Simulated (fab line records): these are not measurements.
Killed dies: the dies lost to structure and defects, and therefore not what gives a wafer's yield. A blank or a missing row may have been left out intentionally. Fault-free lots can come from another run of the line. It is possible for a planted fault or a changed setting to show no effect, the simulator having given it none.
One fault through the eyes of 2 desks + flow n5 finfet + only its own numbers are on each desk; what lay behind them is given at the end

## FROM THE METROLOGY DESK
Lot by lot, what the gauges showed, no matter which tool ran the lot: averages of those sampled wafers that carry a number. The brackets show how far a lot's mean lies from the usual mean; more than 4 standard deviations puts the lot out of limits, marked OUT. Shown here are 7 of its 10 readings, the ones lying furthest out on some lot.
Columns: A = DIBL_N at N5_BEOL_M4_RC_MEAS_101, usual 37.1 mV/V; B = ION_N at N5_BEOL_M4_RC_MEAS_101, usual 674 uA/um; C = ION_P at N5_BEOL_M4_RC_MEAS_101, usual 459 uA/um; D = SS_N at N5_BEOL_M4_RC_MEAS_101, usual 72.1 mV/dec; E = SS_P at N5_BEOL_M4_RC_MEAS_101, usual 73.4 mV/dec; F = VT_N at N5_BEOL_M4_RC_MEAS_101, usual 250 mV; G = VT_P at N5_BEOL_M4_RC_MEAS_101, usual -251 mV
| lot  | first seen here | A    | B   | C   | D    | E    | F   | G    |
|------|-----------------|------|-----|-----|------|------|-----|------|
| L191 | day 11 14:08    | 35.6 | 671 | 457 | 71.6 | 72.7 | 250 | -254 |
| L192 | day 11 17:13    | 36.3 | 667 | 457 | 72.5 | 73.7 | 251 | -250 |
| L194 | day 12 12:58    | 36.6 | 685 | 467 | 71.5 | 73.7 | 246 | -249 |
| L201 | day 13 21:56    | 36.8 | 671 | 450 | 71.8 | 73.5 | 249 | -256 |
Result from this desk: across the 4 lots, nothing is out of limits.

## THE TOOL OWNER'S DESK: litho track-03
The tool's own readings at N5_BEOL_M0_SAQP_COAT_72 (time 60 s, resist thk 15 nm): means of the sampled wafers that have a number, for each lot that ran on this tool. The brackets show how far a lot's mean lies from the usual mean; more than 4 standard deviations puts the lot out of limits, marked OUT.
Columns: A = heater power total W at N5_BEOL_M0_SAQP_COAT_72, usual 427.5 W; B = spin speed rpm at N5_BEOL_M0_SAQP_COAT_72, usual 1500.2 rpm
| lot  | first seen here | A     | B                        |
|------|-----------------|-------|--------------------------|
| L191 | day 8 14:27     | 428.6 | 1499.9                   |
| L192 | day 8 20:02     | 426.7 | 1321.9 (-99 or more) OUT |
| L194 | day 9 12:27     | 425.7 | 1320.8 (-99 or more) OUT |
Finding of this desk: L192, L194 out of limits; the first was L192 at day 8 20:02, on spin speed rpm at N5_BEOL_M0_SAQP_COAT_72. Within limits: L191.

## ALL TOGETHER
At day 8 20:02, on L192, L194, the tool owner's desk was in a position to raise an alarm.
From the metrology desk's view, nothing was out of limits.
The metrology desk has L192, L194 on record, within its limits.
Of the lots named, all ran N5_BEOL_M0_SAQP_COAT_72 on litho track-03.

## WHAT THE SIMULATOR HAD INSERTED
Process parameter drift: litho track-03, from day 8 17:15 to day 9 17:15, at N5_BEOL_M0_SAQP_COAT_72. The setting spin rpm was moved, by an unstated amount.
Lots struck among those shown: L192, L194.
Hours from the fault's start to each desk's first reading out of limits: the tool owner's desk, 3.
